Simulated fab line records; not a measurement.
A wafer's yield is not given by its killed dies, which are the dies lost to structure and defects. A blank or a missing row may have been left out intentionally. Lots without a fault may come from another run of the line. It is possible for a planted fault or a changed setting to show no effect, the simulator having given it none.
Split-lot study -- flow n5-finfet -- 21 wafers read across 7 lots, on a route 1938 steps long

THE SPLIT ITSELF
At N5_WELL_APT_EXPOSE_22 (exposes mask PWELL, defocus 0 nm, target cd 200 nm), the setting dose-mj was moved away from the recipe's 23.2 on 6 of the 21 wafers read, by -5.0% to +3.8%. All remaining wafers had this setting at the recipe value.

FROM THE SPLIT TO THE READING: what the file shows between them, 3 steps
- N5_WELL_APT_PEB_23: peb time 90 s
- N5_WELL_APT_DEVELOP_24: develop time 45 s
- N5_WELL_APT_HARDBAKE_29: time 120 s

THE READING
cd-nm at N5_WELL_APT_CD_MEAS_25, given in nm (cd target 200 nm). A value of 199.1 nm with a standard deviation of 2 nm is what fault-free wafers of this fab line usually give.

wafer,"tool, chamber at the split",dose-mj as run,against the recipe,"cd-nm, nm",against lot-mates on the recipe
L077.1,"krf-scanner-01, 0",23.2,recipe,199.8,-
L077.5,"krf-scanner-01, 0",23.2,recipe,199.9,-
L077.6,"krf-scanner-01, 0",23.2,recipe,197.1,-
L084.2,"krf-scanner-02, 0",23.2,recipe,201.1,-
L084.5,"krf-scanner-02, 0",23.2,recipe,198.5,-
L084.6,"krf-scanner-02, 0",24.08,+3.8%,207.5,+7.7
L086.2,"krf-scanner-01, 0",23.2,recipe,204.2,-
L086.5,"krf-scanner-01, 0",23.2,recipe,201.7,-
L086.6,"krf-scanner-01, 0",23.2,recipe,201.0,-
L087.1,"krf-scanner-01, 0",23.2,recipe,196.7,-
L087.3,"krf-scanner-01, 0",23.2,recipe,195.3,-
L087.4,"krf-scanner-01, 0",23.2,recipe,196.3,-
L090.1,"krf-scanner-01, 0",23.2,recipe,202.2,-
L090.3,"krf-scanner-01, 0",24.02,+3.5%,207.8,+6.8
L090.4,"krf-scanner-01, 0",23.2,recipe,199.8,-
L094.2,"krf-scanner-01, 0",23.2,recipe,198.1,-
L094.4,"krf-scanner-01, 0",22.04,-5.0%,189.3,-8.8
L094.5,"krf-scanner-01, 0",22.04,-5.0%,189.3,-8.8
L096.2,"krf-scanner-02, 0",23.2,recipe,197.0,-
L096.5,"krf-scanner-02, 0",23.84,+2.8%,200.8,+3.8
L096.6,"krf-scanner-02, 0",23.84,+2.8%,202.4,+5.4

FIT RESULTS
A straight line over all 21 wafers: cd-nm changes by +1.89 nm for each +1% of dose-mj; r = +0.86; the points scatter about the line by 2.4 nm.
The same after taking each lot's own level away (the mean of its wafers on the recipe; 21 wafers): +1.81 nm for each +1%; r = +0.97; scatter 1 nm.
Per that fit: largest dose-mj move, reading shift of 9 nm.
Across the lots, their own levels run from 196.10 to 202.30 nm, a range of 3.1 times the standard deviation given above.
Hence the lot-to-lot level has little effect on the slope; both slopes agree.
Check: with one of the wafers moved furthest among these (-5.0%) left out of the fit, the line predicts -9.09 nm for it against its lot-mates. It came out at -8.8 nm against them.

THESE WAFERS: OTHER SPLITS
These wafers also went through other splits before the reading. Each is held against what the fit with the lots' levels taken away leaves over:
other split on the same wafers,wafers away from the commonest value,r with cd-nm (lot level and that fit taken away)
N5_WELL_APT_COAT_02 spin-rpm,6,-0.35
N5_WELL_APT_EXPOSE_05 dose-mj,8,+0.05

THE WHOLE CHAIN: every reading that the file lists as answering this split, in the file's order
step,what it does,reading,change (the file's fit),r (the file's)
N5_WELL_APT_CD_MEAS_25,target cd 200 nm,cd-nm,+1.85 nm for each +1% of the setting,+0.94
N5_WELL_APT_DESCUM_30,"chemistry O2, time 7.9 s","WELL_APT.cd-nm (the simulator's own value, which no gauge read)",+1.81 nm for each +1% of the setting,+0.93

FILE'S OWN FIT
cd-nm changes by +1.85 nm for each +1% of dose-mj, r = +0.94.
